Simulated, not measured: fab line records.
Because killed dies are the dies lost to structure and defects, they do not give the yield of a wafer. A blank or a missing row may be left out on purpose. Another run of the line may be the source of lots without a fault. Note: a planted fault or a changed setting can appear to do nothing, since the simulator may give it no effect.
Chamber matching ; flow n5_finfet ; pecvd-04 running N5_BEOL_M5_ILD_DEP_00: 3 sister chambers
The step deposits SiCOH lowk from DEMS/porogen, target thk 140.64 nm, time 25.9 s. 3 wafers are shown with their chamber, then 7 later ones without.

== WAFERS WITH THEIR CHAMBER ==
wafer;chamber;heater_power_w (W)
L085.4;1;404
L092.2;2;291
L092.3;0;263

== WAFERS WITH NO CHAMBER GIVEN ==
wafer;heater_power_w (W)
L092.4;270
L087.3;271
L087.4;278
L087.6;342
L091.1;278
L091.3;309
L091.4;291

== CHAMBER TAKEN BY EACH ==
wafer;from the rows above;in truth
L092.4;can't be placed: 0 or 2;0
L087.3;can't be placed: 0 or 2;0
L087.4;can't be placed: 2 or 0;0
L087.6;can't be placed: 2 or 1 or 0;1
L091.1;can't be placed: 2 or 0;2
L091.3;can't be placed: 2 or 0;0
L091.4;can't be placed: 2 or 0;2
Correct placement for 0 of the 7. From these rows, 7 cannot be placed; in 7 the true chamber is one of the candidates. Placed wrongly: 0.
How it was worked out, from the rows above alone: a wafer's distance from a chamber is the root of the sum, over the readings, of the square of ((its reading less the chamber's mean) divided by the reading's scatter). The wafer belongs to the nearest chamber; if the next one is less than 2 further off, it can't be placed. The mean given for a chamber averages the wafers shown for that chamber. The scatter: with one shown wafer a chamber, the root of the mean of the squares of how far each hidden wafer lies from its nearest shown one.
